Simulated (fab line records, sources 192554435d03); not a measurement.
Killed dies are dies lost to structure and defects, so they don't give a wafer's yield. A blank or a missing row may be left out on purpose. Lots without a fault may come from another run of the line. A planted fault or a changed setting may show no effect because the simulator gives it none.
Chamber matching | flow n5_finfet | N5_BEOL_M4_VIA_ETCH_34 on rie_diel-04: 4 sister chambers
The step etches the open film in C4F6/O2, target depth 69.4 nm, time 65.9 s. 4 wafers are shown with their chamber, then 7 later ones without.

WAFERS WITH THEIR CHAMBER
wafer  | chamber | drypump_motor_current_A (A)
L085.3 | 3       | 5.6
L087.1 | 2       | 6.0
L092.2 | 1       | 5.6
L092.4 | 0       | 5.3

WAFERS WITHOUT THEIR CHAMBER
wafer  | drypump_motor_current_A (A)
L092.5 | 5.3
L096.2 | 5.3
L096.4 | 5.5
L096.5 | 5.3
L091.3 | 5.6
L091.4 | 5.6
L091.5 | 6.0

WHICH CHAMBER EACH WENT THROUGH
wafer  | from the rows above     | in truth
L092.5 | 0                       | 0
L096.2 | 0                       | 0
L096.4 | can't be placed: 1 or 3 | 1
L096.5 | 0                       | 0
L091.3 | can't be placed: 1 or 3 | 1
L091.4 | can't be placed: 1 or 3 | 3
L091.5 | 2                       | 2
Placed correctly: 4 of 7. Can't be placed from these rows: 3 (the true chamber is among the candidates in 3). Placed wrongly: 0.
How it was worked out, from the rows above alone: a wafer's distance from a chamber is the root of the sum, over the readings, of the square of ((its reading less the chamber's mean) divided by the reading's scatter). The wafer belongs to the nearest chamber; if the next one is less than 2 further off, it can't be placed. A chamber's mean is the mean of its shown wafers. The scatter: with one shown wafer a chamber, the root of the mean of the squares of how far each hidden wafer lies from its nearest shown one.
